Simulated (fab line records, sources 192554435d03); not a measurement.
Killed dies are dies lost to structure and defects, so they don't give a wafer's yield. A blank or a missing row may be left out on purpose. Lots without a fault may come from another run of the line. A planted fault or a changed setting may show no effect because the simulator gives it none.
Chamber matching | flow n5_finfet | N5_BEOL_M5_STRIP_19 on rie_diel-06: 4 sister chambers
The step strips in O2. 4 wafers are shown with their chamber, then 8 later ones without.

WAFERS WITH THEIR CHAMBER
wafer  | chamber | drypump_motor_current_A (A)
L080.6 | 3       | 4.9
L084.2 | 0       | 5.3
L084.6 | 2       | 5.0
L087.3 | 1       | 5.9

WAFERS WITHOUT THEIR CHAMBER
wafer  | drypump_motor_current_A (A)
L087.5 | 5.9
L087.6 | 5.0
L089.3 | 5.9
L089.4 | 5.3
L089.6 | 5.3
L095.4 | 5.1
L095.5 | 6.0
L095.6 | 5.3

WHICH CHAMBER EACH WENT THROUGH
wafer  | from the rows above | in truth
L087.5 | 1                   | 1
L087.6 | 2                   | 2
L089.3 | 1                   | 1
L089.4 | 0                   | 0
L089.6 | 0                   | 0
L095.4 | 2                   | 2
L095.5 | 1                   | 1
L095.6 | 0                   | 0
Placed correctly: 8 of 8. Can't be placed from these rows: 0. Placed wrongly: 0.
How it was worked out, from the rows above alone: a wafer's distance from a chamber is the root of the sum, over the readings, of the square of ((its reading less the chamber's mean) divided by the reading's scatter). The wafer belongs to the nearest chamber; if the next one is less than 2 further off, it can't be placed. A chamber's mean is the mean of its shown wafers. The scatter: with one shown wafer a chamber, the root of the mean of the squares of how far each hidden wafer lies from its nearest shown one.
